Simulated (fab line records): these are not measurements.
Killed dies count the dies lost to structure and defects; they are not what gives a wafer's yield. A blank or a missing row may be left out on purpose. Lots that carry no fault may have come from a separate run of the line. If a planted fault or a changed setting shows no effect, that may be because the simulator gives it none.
The tool behind it: which one? :: flow n5_finfet :: 36 wafers from 12 lots sampled at 2 of the route's 1938 steps

WHAT THE GAUGES SHOWED, per wafer
N5_BEOL_M7_CD_MEAS_28: the cd target is 40 nm.
lot: L074
measured: day 9 01:52
on: cd_sem-01
cd_nm (nm): 40.59 39.93 40.03

lot: L077
measured: day 9 15:22
on: cd_sem-02
cd_nm (nm): 39.86 40.37 40.06

lot: L079
measured: day 10 09:05
on: cd_sem-01
cd_nm (nm): 39.67 39.97 39.83

lot: L081
measured: day 11 06:35
on: cd_sem-01
cd_nm (nm): 40.36 39.95 40.04

lot: L083
measured: day 11 15:04
on: cd_sem-03
cd_nm (nm): 40.12 39.95 40.07

lot: L085
measured: day 11 19:38
on: cd_sem-01
cd_nm (nm): 40.24 39.75 40.03

lot: L087
measured: day 12 04:11
on: cd_sem-02
cd_nm (nm): 39.92 39.94 39.88

lot: L088
measured: day 12 18:49
on: cd_sem-02
cd_nm (nm): 39.84 40.33 40.08

lot: L092
measured: day 13 05:26
on: cd_sem-03
cd_nm (nm): 40.19 40.43 39.72

lot: L094
measured: day 14 09:08
on: cd_sem-01
cd_nm (nm): 39.77 40.10 39.77

lot: L095
measured: day 14 12:36
on: cd_sem-03
cd_nm (nm): 40.10 40.17 39.99

lot: L097
measured: day 14 12:25
on: cd_sem-03
cd_nm (nm): 39.84 39.76 40.19

WHICH TOOL RAN EACH LOT (tool, then ch and the chambers of the sampled wafers, then the start)
lot: L074
N5_BEOL_M7_STRIP_19: rie_diel-01 ch 1,2, day 9 00:23

lot: L077
N5_BEOL_M7_STRIP_19: rie_diel-01 ch 0,1,3, day 9 14:58

lot: L079
N5_BEOL_M7_STRIP_19: rie_diel-05 ch 1,2, day 10 08:31

lot: L081
N5_BEOL_M7_STRIP_19: rie_diel-05 ch 0,1,2, day 11 02:55

lot: L083
N5_BEOL_M7_STRIP_19: rie_diel-01 ch 0,1,3, day 11 14:40

lot: L085
N5_BEOL_M7_STRIP_19: rie_diel-03 ch 0,1,3, day 11 19:15

lot: L087
N5_BEOL_M7_STRIP_19: rie_diel-01 ch 0,3, day 12 03:46

lot: L088
N5_BEOL_M7_STRIP_19: rie_diel-03 ch 0,1, day 12 16:13

lot: L092
N5_BEOL_M7_STRIP_19: rie_diel-01 ch 1,2,3, day 13 04:56

lot: L094
N5_BEOL_M7_STRIP_19: rie_diel-01 ch 1,3, day 14 07:40

lot: L095
N5_BEOL_M7_STRIP_19: rie_diel-01 ch 1,2,3, day 14 10:23

lot: L097
N5_BEOL_M7_STRIP_19: rie_diel-01 ch 0,1,3, day 14 10:55
- N5_BEOL_M7_STRIP_19: strips in O2.

THE ANSWER, worked out from the rows above alone
Rule: the lots themselves supply what counts as usual. Put in order of their means at a reading, lots are off if they are a third of the lots or fewer, leave a main group of 4 or more, and stand apart from it by a gap of 3 or more times the standard deviation of the main group's means; of several such gaps the widest counts. Not used: any main group whose means are identical at the precision the tables above print for the reading. A lot without any number at a reading at which 4 lots or more have one is off too. Where the step has rows for the other lots, those lots are counted as sound.
Nothing can be told from this: no lot is off at any reading shown.

WHAT HAD BEEN PUT IN BY THE SIMULATOR
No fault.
